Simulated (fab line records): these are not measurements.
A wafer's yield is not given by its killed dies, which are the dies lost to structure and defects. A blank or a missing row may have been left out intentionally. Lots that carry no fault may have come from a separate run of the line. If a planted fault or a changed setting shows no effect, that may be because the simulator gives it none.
Commonality check across tools | flow n5 finfet | Sample size 9 lots and 27 wafers

THE REASON FOR OPENING IT
On 2 of the 9 lots, a flag is raised at N5_FIN_CUT_INSPECT_17 on the reading raw defect count. Fault-free wafers read 227, with a standard deviation of 56.
Rule: a lot is flagged when every wafer of it that has a number lies more than 4 standard deviations from that mean, or none has a number. All remaining lots are regarded as sound.

lot  | measured    | on                | raw defect count, wafer by wafer | flag
L697 | day 2 10:40 | defect inspect-02 | 230 397 282                      |
L699 | day 2 23:46 | defect inspect-01 | 483 530 517                      | FLAGGED
L703 | day 3 22:34 | defect inspect-02 | 579 488 460                      | FLAGGED
L712 | day 6 04:31 | defect inspect-02 | 263 306 161                      |
L714 | day 6 16:15 | defect inspect-01 | 283 257 144                      |
L715 | day 7 00:22 | defect inspect-01 | 311 288 283                      |
L716 | day 7 06:05 | defect inspect-02 | 189 240 294                      |
L718 | day 7 16:46 | defect inspect-02 | 292 245 185                      |
L719 | day 8 01:59 | defect inspect-01 | 291 264 302                      |
Average over the flagged lots: 510; offset from the usual +282, equal to +5 standard deviations.

WHICH TOOL EACH LOT WENT THROUGH
The record holds 2 process steps before the reading, out of a route of 1938 steps. Cell contents, in order: the tool; ch with the chambers the sampled wafers went through; the start.
lot  | flag    | N5_FIN_CUT_ETCH_21                | N5_FIN_CUT_STRIP_22
L697 |         | rie diel-02 ch 0,3, day 2 09:51   | rie diel-04 ch 0,1,2, day 2 10:31
L699 | FLAGGED | rie diel-02 ch 1,2, day 2 22:56   | rie diel-04 ch 1,2,3, day 2 23:36
L703 | FLAGGED | rie diel-02 ch 0,1,2, day 3 21:43 | rie diel-04 ch 0,1,2, day 3 22:24
L712 |         | rie diel-02 ch 2,3, day 6 03:40   | rie diel-02 ch 1,3, day 6 04:21
L714 |         | rie diel-02 ch 1,2,3, day 6 15:35 | rie diel-06 ch 1,2, day 6 16:05
L715 |         | rie diel-06 ch 0,2,3, day 6 23:14 | rie diel-06 ch 1,2,3, day 7 00:12
L716 |         | rie diel-04 ch 1,2,3, day 7 05:11 | rie diel-04 ch 0,1,2, day 7 05:51
L718 |         | rie diel-04 ch 0,3, day 7 15:52   | rie diel-04 ch 0,2, day 7 16:32
L719 |         | rie diel-04 ch 1,2,3, day 8 01:05 | rie diel-02 ch 0,2,3, day 8 01:46
What is done by these steps:
- N5_FIN_CUT_ETCH_21: etches SOC in N2/H2, target depth 219 nm, overetch 43.8 nm, time 523.5 s.
- N5_FIN_CUT_STRIP_22: strips in N2/H2.
- N5_FIN_CUT_INSPECT_17: inspects for defects (brightfield).

FLAGGED AGAINST TOTAL, ONE TOOL AT A TIME (gauges that did the reading follow at the end)
step                  | tool              | lots run | flagged | share of the flagged lots | sound lots run after its first flagged lot
N5_FIN_CUT_ETCH_21    | rie diel-02       | 5        | 2       | all                       | 2 (L712,L714)
N5_FIN_CUT_ETCH_21    | rie diel-04       | 3        | 0       | none                      | -
N5_FIN_CUT_ETCH_21    | rie diel-06       | 1        | 0       | none                      | -
N5_FIN_CUT_STRIP_22   | rie diel-02       | 2        | 0       | none                      | -
N5_FIN_CUT_STRIP_22   | rie diel-04       | 5        | 2       | all                       | 2 (L716,L718)
N5_FIN_CUT_STRIP_22   | rie diel-06       | 2        | 0       | none                      | -
N5_FIN_CUT_INSPECT_17 | defect inspect-01 | 4        | 1       | some                      | 3 (L714,L715,L719)
N5_FIN_CUT_INSPECT_17 | defect inspect-02 | 5        | 1       | some                      | 3 (L712,L716,L718)

WHAT THE TABLE PERMITS
Rows of the table that ran all the flagged lots, 2 in number: rie diel-02 at N5_FIN_CUT_ETCH_21; rie diel-04 at N5_FIN_CUT_STRIP_22.
- rie diel-02 at N5_FIN_CUT_ETCH_21: 2 of its 5 lots flagged. Sound lots ran on it after the first flagged one (L712, L714), which a lasting fault on the whole tool wouldn't allow.
- rie diel-04 at N5_FIN_CUT_STRIP_22: 2 of its 5 lots flagged. Sound lots ran on it after the first flagged one (L716, L718), which a lasting fault on the whole tool wouldn't allow.
There is no row in the table that ran each flagged lot and no sound lot after the first.

WHAT THE SIMULATOR HAD INSERTED
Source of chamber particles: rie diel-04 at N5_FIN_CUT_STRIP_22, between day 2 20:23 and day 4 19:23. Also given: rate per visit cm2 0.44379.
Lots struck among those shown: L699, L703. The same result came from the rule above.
